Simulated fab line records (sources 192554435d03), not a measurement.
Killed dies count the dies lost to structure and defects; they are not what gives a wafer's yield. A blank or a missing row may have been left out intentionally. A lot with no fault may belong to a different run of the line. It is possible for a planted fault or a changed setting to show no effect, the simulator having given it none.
Which tool was responsible? -- flow n5-finfet -- Sampling: 24 lots, 72 wafers, 6 of 1938 route steps

WHAT THE GAUGES SHOWED, per wafer
N5_BEOL_M9_CD_MEAS_18: pitch 140 nm, target cd 70 nm. Usual: cd-nm 70.3 nm, standard deviation 0.6.
lot,measured,on,cd-nm (nm),flag
L075,day 10 16:37,cd-sem-01,70.7 71.1 71.6,
L074,day 10 18:40,cd-sem-02,70.9 70.1 70.5,
L076,day 11 04:21,cd-sem-03,70.4 71.0 70.6,
L080,day 11 12:23,cd-sem-01,69.7 69.1 69.7,
L078,day 11 15:35,cd-sem-01,69.6 70.0 69.4,
L077,day 11 15:56,cd-sem-01,70.9 70.3 70.1,
L079,day 12 04:02,cd-sem-02,71.2 69.8 69.8,
L081,day 12 18:34,cd-sem-01,69.6 69.9 70.1,
L082,day 12 18:46,cd-sem-02,71.0 69.5 70.7,
L084,day 13 10:41,cd-sem-02,70.2 70.0 69.9,
L083,day 13 11:00,cd-sem-02,70.8 70.1 71.1,
L086,day 14 10:44,cd-sem-01,70.2 71.0 70.5,
L085,day 14 11:42,cd-sem-01,69.4 70.4 70.2,
L088,day 14 14:20,cd-sem-01,70.5 70.4 69.8,
L087,day 15 00:31,cd-sem-03,71.4 72.0 71.3,
L089,day 15 01:14,cd-sem-03,71.3 70.7 70.7,
L093,day 15 01:40,cd-sem-02,70.4 69.7 70.8,
L091,day 15 10:39,cd-sem-03,70.5 69.9 70.4,
L090,day 15 11:44,cd-sem-01,70.1 70.9 69.9,
L095,day 15 20:50,cd-sem-03,70.6 69.6 71.0,
L094,day 15 21:28,cd-sem-02,69.7 70.2 70.7,
L092,day 15 21:59,cd-sem-03,68.9 69.7 69.4,
L096,day 17 00:29,cd-sem-01,70.2 69.6 70.6,
L097,day 17 19:27,cd-sem-02,71.3 70.4 70.7,

N5_BEOL_M10_CD_MEAS_11: the cd target is 64.1 nm. Usual: cd-nm 63.9 nm, standard deviation 0.53.
lot,measured,on,cd-nm (nm),flag
L075,day 10 21:52,cd-sem-01,63.9 64.4 63.5,
L074,day 11 00:41,cd-sem-01,64.5 62.9 63.5,
L076,day 11 11:28,cd-sem-03,63.6 63.9 63.2,
L080,day 11 18:59,cd-sem-02,64.3 63.7 64.1,
L078,day 11 21:38,cd-sem-03,64.9 65.1 64.8,
L077,day 11 22:14,cd-sem-01,64.1 63.2 63.9,
L079,day 12 11:44,cd-sem-02,63.5 63.8 64.0,
L081,day 13 02:14,cd-sem-01,63.8 63.3 64.0,
L082,day 13 02:23,cd-sem-02,64.6 64.0 63.9,
L084,day 13 19:47,cd-sem-01,63.7 64.3 63.5,
L083,day 13 19:38,cd-sem-01,64.0 63.9 63.6,
L086,day 14 17:43,cd-sem-01,64.3 63.4 63.6,
L085,day 14 17:53,cd-sem-02,63.9 63.2 63.8,
L088,day 14 23:59,cd-sem-03,64.1 63.7 64.7,
L087,day 15 06:56,cd-sem-03,63.6 63.9 63.1,
L089,day 15 07:07,cd-sem-02,63.5 64.5 63.7,
L093,day 15 09:35,cd-sem-03,63.8 64.3 62.3,
L091,day 15 20:13,cd-sem-02,63.5 63.6 63.7,
L090,day 16 00:08,cd-sem-01,63.0 63.8 63.5,
L095,day 16 05:35,cd-sem-03,64.4 64.1 64.0,
L094,day 16 05:11,cd-sem-01,64.2 64.2 64.5,
L092,day 16 05:22,cd-sem-02,64.2 64.1 63.9,
L096,day 17 08:56,cd-sem-02,64.0 63.9 64.4,
L097,day 18 06:03,cd-sem-01,63.4 63.6 63.9,

N5_BEOL_M10_CD_MEAS_28: the cd target is 70 nm. Usual: cd-nm 70.2 nm, standard deviation 1.
lot,measured,on,cd-nm (nm),flag
L075,day 10 22:53,cd-sem-03,69.7 69.3 72.5,
L074,day 11 02:40,cd-sem-03,70.0 70.7 69.1,
L076,day 11 14:36,cd-sem-03,71.2 71.5 70.7,
L080,day 11 20:34,cd-sem-02,69.0 67.8 68.2,
L078,day 12 03:22,cd-sem-01,68.6 68.5 68.5,
L077,day 12 03:11,cd-sem-01,69.3 69.0 69.5,
L079,day 12 13:56,cd-sem-01,71.8 71.7 70.7,
L081,day 13 05:51,cd-sem-02,70.1 70.2 69.9,
L082,day 13 06:01,cd-sem-02,70.0 70.2 69.3,
L084,day 14 02:07,cd-sem-01,70.3 70.2 70.2,
L083,day 14 01:37,cd-sem-01,70.9 71.0 71.2,
L086,day 14 19:09,cd-sem-03,69.8 69.8 69.9,
L085,day 14 19:20,cd-sem-03,70.0 69.3 68.6,
L088,day 15 02:26,cd-sem-03,70.0 68.5 68.2,
L087,day 15 09:07,cd-sem-01,69.8 70.1 68.9,
L089,day 15 08:56,cd-sem-01,71.6 72.1 72.0,
L093,day 15 10:35,cd-sem-02,69.6 70.2 70.4,
L091,day 15 23:16,cd-sem-02,69.7 69.5 69.8,
L090,day 16 01:36,cd-sem-03,69.9 69.7 69.5,
L095,day 16 09:53,cd-sem-02,70.6 70.7 70.4,
L094,day 16 10:03,cd-sem-02,70.4 70.6 70.6,
L092,day 16 09:21,cd-sem-01,71.0 69.9 70.9,
L096,day 17 11:03,cd-sem-02,70.8 70.4 70.9,
L097,day 18 08:16,cd-sem-01,72.4 72.9 72.2,

WHICH TOOL RAN EACH LOT (tool, then ch and the chambers of the sampled wafers, then the start)
lot,N5_BEOL_M9_STRIP_19,N5_BEOL_M9_DESCUM_33,N5_BEOL_M9_ETCH_76
L075,"rie-diel-06 ch 0,1,3, day 10 16:32","rie-diel-02 ch 2,3, day 10 17:06","rie-diel-02 ch 2,3, day 10 17:08"
L074,"rie-diel-06 ch 0,2,3, day 10 18:35","rie-diel-02 ch 2,3, day 10 19:42","rie-diel-02 ch 2,3, day 10 19:44"
L076,"rie-diel-05 ch 0,1, day 11 04:17","rie-diel-02 ch 0,1, day 11 05:29","rie-diel-02 ch 0,1, day 11 05:31"
L080,"rie-diel-02 ch 2,3, day 11 12:19","rie-diel-05 ch 1,2,3, day 11 13:41","rie-diel-05 ch 1,2,3, day 11 13:43"
L078,"rie-diel-05 ch 1,3, day 11 15:31","rie-diel-05 ch 0,3, day 11 16:02","rie-diel-05 ch 0,3, day 11 16:04"
L077,"rie-diel-02 ch 1,2, day 11 15:52","rie-diel-02 ch 1,2,3, day 11 18:05","rie-diel-02 ch 1,2,3, day 11 18:08"
L079,"rie-diel-06 ch 0,1,3, day 12 03:58","rie-diel-06 ch 2,3, day 12 06:02","rie-diel-06 ch 2,3, day 12 06:05"
L081,"rie-diel-05 ch 0,1, day 12 18:30","rie-diel-02 ch 0,2, day 12 20:38","rie-diel-02 ch 0,2, day 12 20:41"
L082,"rie-diel-05 ch 1,2, day 12 18:42","rie-diel-05 ch 0,2, day 12 20:43","rie-diel-05 ch 0,2, day 12 20:45"
L084,"rie-diel-02 ch 0,1,2, day 13 10:37","rie-diel-05 ch 0,1,2, day 13 13:36","rie-diel-05 ch 0,1,2, day 13 13:38"
L083,"rie-diel-02 ch 2,3, day 13 10:56","rie-diel-05 ch 0,3, day 13 13:07","rie-diel-05 ch 0,3, day 13 13:08"
L086,"rie-diel-05 ch 0,1,2, day 14 10:40","rie-diel-05 ch 0,1, day 14 11:29","rie-diel-05 ch 0,1, day 14 11:31"
L085,"rie-diel-06 ch 1,3, day 14 11:38","rie-diel-05 ch 0,1, day 14 12:07","rie-diel-05 ch 0,1, day 14 12:10"
L088,"rie-diel-02 ch 0,2,3, day 14 14:16","rie-diel-02 ch 2,3, day 14 16:56","rie-diel-02 ch 2,3, day 14 16:58"
L087,"rie-diel-05 ch 0,3, day 15 00:27","rie-diel-05 ch 2,3, day 15 02:26","rie-diel-05 ch 2,3, day 15 02:29"
L089,"rie-diel-02 ch 0,1,2, day 15 01:10","rie-diel-06 ch 0,1,2, day 15 02:29","rie-diel-06 ch 0,1,2, day 15 02:31"
L093,"rie-diel-05 ch 0,2, day 15 01:35","rie-diel-02 ch 1,2,3, day 15 02:49","rie-diel-02 ch 1,2,3, day 15 02:51"
L091,"rie-diel-02 ch 0,2,3, day 15 10:35","rie-diel-06 ch 1,2,3, day 15 11:20","rie-diel-06 ch 1,2,3, day 15 11:22"
L090,"rie-diel-02 ch 0,1,3, day 15 11:39","rie-diel-02 ch 2,3, day 15 14:17","rie-diel-02 ch 2,3, day 15 14:19"
L095,"rie-diel-05 ch 1,3, day 15 20:46","rie-diel-02 ch 2,3, day 16 00:05","rie-diel-02 ch 2,3, day 16 00:07"
L094,"rie-diel-02 ch 0,2,3, day 15 21:23","rie-diel-06 ch 1,2,3, day 15 23:16","rie-diel-06 ch 1,2,3, day 15 23:19"
L092,"rie-diel-06 ch 0,1, day 15 21:54","rie-diel-05 ch 0,2,3, day 15 23:58","rie-diel-05 ch 0,2,3, day 15 23:59"
L096,"rie-diel-05 ch 2,3, day 17 00:25","rie-diel-06 ch 0,1,3, day 17 01:35","rie-diel-06 ch 0,1,3, day 17 01:38"
L097,"rie-diel-06 ch 0,2,3, day 17 19:23","rie-diel-02 ch 0,2, day 18 00:38","rie-diel-02 ch 0,2, day 18 00:41"
- N5_BEOL_M9_STRIP_19: strips in O2.
- N5_BEOL_M9_DESCUM_33: chemistry O2, time 7 s.
- N5_BEOL_M9_ETCH_76: etches underlayer in N2/H2, target depth 6.5 nm, time 5.2 s.

AS READ BY THE TOOLS THEMSELVES (means over the sampled wafers that have a number; for cases with no such wafer, the mark the record gives instead)
N5_BEOL_M9_STRIP_19. Usual: drypump-motor-current-A 5.6 A, standard deviation 0.43; o2-flow-sccm 225.0 sccm, standard deviation 0.73; oes-product-au 0.78 a.u., standard deviation 0.081; rf-vpp-V 3.6 V, standard deviation 0.53; showerhead-plenum-p-Torr 2.08 Torr, standard deviation 0.056; throttle-valve-pct 16.66 %, standard deviation 0.22.
lot,tool,drypump-motor-current-A (A),o2-flow-sccm (sccm),oes-product-au (a.u.),rf-vpp-V (V),showerhead-plenum-p-Torr (Torr),throttle-valve-pct (%),flag
L075,rie-diel-06,5.8,225.3,0.72,3.5,2.09,16.86,
L074,rie-diel-06,5.5,225.3,0.74,3.8,2.12,16.83,
L076,rie-diel-05,5.5,224.3,0.74,3.4,2.11,16.57,
L080,rie-diel-02,5.7,224.9,0.84,3.6,2.06,16.49,
L078,rie-diel-05,5.4,224.7,0.78,4.1,2.12,16.62,
L077,rie-diel-02,5.8,224.7,0.79,3.7,2.05,16.70,
L079,rie-diel-06,5.8,225.6,0.71,3.6,2.08,16.88,
L081,rie-diel-05,5.3,225.5,0.78,3.4,2.07,16.48,
L082,rie-diel-05,6.0,224.8,0.76,4.2,2.14,16.51,
L084,rie-diel-02,5.6,224.9,0.73,3.2,2.09,16.83,
L083,rie-diel-02,5.8,225.5,0.81,3.6,2.05,16.52,
L086,rie-diel-05,5.7,225.6,0.76,3.3,2.09,16.51,
L085,rie-diel-06,5.9,224.8,0.77,3.7,2.13,16.78,
L088,rie-diel-02,5.6,225.0,0.75,4.0,2.09,16.75,
L087,rie-diel-05,5.2,223.9,0.83,4.0,2.03,16.48,
L089,rie-diel-02,5.6,225.3,0.72,3.1,2.09,16.87,
L093,rie-diel-05,5.9,225.6,0.79,3.8,2.09,16.44,
L091,rie-diel-02,5.6,224.3,0.74,3.9,2.09,16.76,
L090,rie-diel-02,5.4,225.6,0.76,4.2,2.07,16.74,
L095,rie-diel-05,5.3,225.1,0.92,3.5,2.08,16.50,
L094,rie-diel-02,5.6,224.8,0.75,3.0,2.09,16.77,
L092,rie-diel-06,5.6,224.6,0.81,3.5,2.03,16.76,
L096,rie-diel-05,5.8,225.2,0.81,3.8,2.10,16.53,
L097,rie-diel-06,5.5,225.8,0.70,3.8,2.10,16.92,

N5_BEOL_M9_DESCUM_33. Usual: drypump-motor-current-A 5.6 A, standard deviation 0.41; o2-flow-sccm 225.1 sccm, standard deviation 0.65; oes-product-au 0.78 a.u., standard deviation 0.083; rf-vpp-V 243.0 V, standard deviation 1.1; showerhead-plenum-p-Torr 2.08 Torr, standard deviation 0.055; throttle-valve-pct 20.39 %, standard deviation 0.21.
lot,tool,drypump-motor-current-A (A),o2-flow-sccm (sccm),oes-product-au (a.u.),rf-vpp-V (V),showerhead-plenum-p-Torr (Torr),throttle-valve-pct (%),flag
L075,rie-diel-02,5.8,224.7,0.86,243.5,2.06,20.23,
L074,rie-diel-02,5.9,225.1,0.80,243.4,2.08,20.34,
L076,rie-diel-02,5.4,225.0,0.77,243.8,2.07,20.52,
L080,rie-diel-05,5.6,225.1,0.81,242.9,2.11,20.31,
L078,rie-diel-05,5.2,225.2,0.86,242.7,2.04,20.20,
L077,rie-diel-02,5.7,224.3,0.81,243.3,2.05,20.33,
L079,rie-diel-06,5.7,224.9,0.72,244.5,2.16,20.51,
L081,rie-diel-02,5.4,225.0,0.69,244.0,2.14,20.68,
L082,rie-diel-05,5.9,225.7,0.81,241.7,2.09,20.16,
L084,rie-diel-05,5.7,225.0,0.77,242.9,2.09,20.22,
L083,rie-diel-05,5.2,225.4,0.83,242.1,2.03,20.22,
L086,rie-diel-05,5.5,224.9,0.72,243.4,2.10,20.29,
L085,rie-diel-05,5.3,225.8,0.76,242.4,2.06,20.20,
L088,rie-diel-02,5.7,225.2,0.81,242.6,2.05,20.27,
L087,rie-diel-05,5.5,225.1,0.86,243.1,2.07,20.37,
L089,rie-diel-06,5.8,225.1,0.80,242.5,2.07,20.46,
L093,rie-diel-02,5.7,225.1,0.78,242.2,2.04,20.38,
L091,rie-diel-06,5.9,226.2,0.77,243.8,2.12,20.47,
L090,rie-diel-02,5.8,225.2,0.80,242.3,2.04,20.29,
L095,rie-diel-02,5.7,224.9,0.80,242.3,2.04,20.29,
L094,rie-diel-06,5.9,225.7,0.75,243.8,2.12,20.48,
L092,rie-diel-05,5.5,225.2,0.82,242.5,2.06,20.28,
L096,rie-diel-06,5.8,225.1,0.77,243.0,2.07,20.56,
L097,rie-diel-02,5.4,224.8,0.68,244.0,2.12,20.73,

N5_BEOL_M9_ETCH_76. Usual: drypump-motor-current-A 5.6 A, standard deviation 0.41; etch-rf-on-time-s 5.18 s, standard deviation 0.15; oes-product-au 0.67 a.u., standard deviation 0.072; rf-vpp-V 523.4 V, standard deviation 1.9; showerhead-plenum-p-Torr 2.53 Torr, standard deviation 0.064; throttle-valve-pct 17.83 %, standard deviation 0.23.
lot,tool,drypump-motor-current-A (A),etch-rf-on-time-s (s),oes-product-au (a.u.),rf-vpp-V (V),showerhead-plenum-p-Torr (Torr),throttle-valve-pct (%),flag
L075,rie-diel-02,5.8,5.02,0.74,523.0,2.51,17.76,
L074,rie-diel-02,5.9,5.07,0.69,523.3,2.53,17.81,
L076,rie-diel-02,5.5,5.40,0.66,522.1,2.53,17.99,
L080,rie-diel-05,5.6,5.07,0.72,524.0,2.57,17.73,
L078,rie-diel-05,5.2,5.17,0.74,522.0,2.45,17.46,
L077,rie-diel-02,5.8,5.18,0.70,523.2,2.51,17.84,
L079,rie-diel-06,5.6,5.28,0.61,526.5,2.63,18.01,
L081,rie-diel-02,5.4,5.25,0.60,525.4,2.58,18.07,
L082,rie-diel-05,5.9,5.07,0.70,522.8,2.54,17.54,
L084,rie-diel-05,5.7,5.12,0.66,523.8,2.55,17.63,
L083,rie-diel-05,5.2,5.21,0.72,521.3,2.45,17.49,
L086,rie-diel-05,5.5,5.11,0.62,524.5,2.55,17.69,
L085,rie-diel-05,5.3,5.15,0.65,522.1,2.49,17.50,
L088,rie-diel-02,5.7,5.09,0.71,521.7,2.50,17.80,
L087,rie-diel-05,5.5,5.19,0.75,523.5,2.52,17.76,
L089,rie-diel-06,5.7,5.11,0.69,522.6,2.53,18.00,
L093,rie-diel-02,5.8,5.20,0.67,522.3,2.50,17.88,
L091,rie-diel-06,5.9,5.27,0.66,524.3,2.58,17.94,
L090,rie-diel-02,5.8,5.20,0.69,523.8,2.50,17.84,
L095,rie-diel-02,5.7,5.05,0.70,522.9,2.50,17.84,
L094,rie-diel-06,6.0,5.25,0.66,524.9,2.58,17.95,
L092,rie-diel-05,5.5,5.10,0.70,522.8,2.49,17.62,
L096,rie-diel-06,5.8,5.24,0.66,523.9,2.52,18.00,
L097,rie-diel-02,5.4,5.28,0.58,523.5,2.56,18.14,

THE ANSWER, worked out from the rows above alone
Rule: a lot counts as off when the mean over its wafers that have a number is more than 3 standard deviations away from the usual mean. Also off: a lot with no number at a reading for which 4 or more lots have one. The other lots that the step has rows for count as sound. After the gauges, taken in route order, come the tools' own readings; for these a lot's mean is taken, as printed above. At the first step where some lot is off, the reading lying furthest off is the one used; lots without a number count as furthest.
None of the lots is off at any reading shown; this tells nothing.

WHAT THE SIMULATOR PUT IN
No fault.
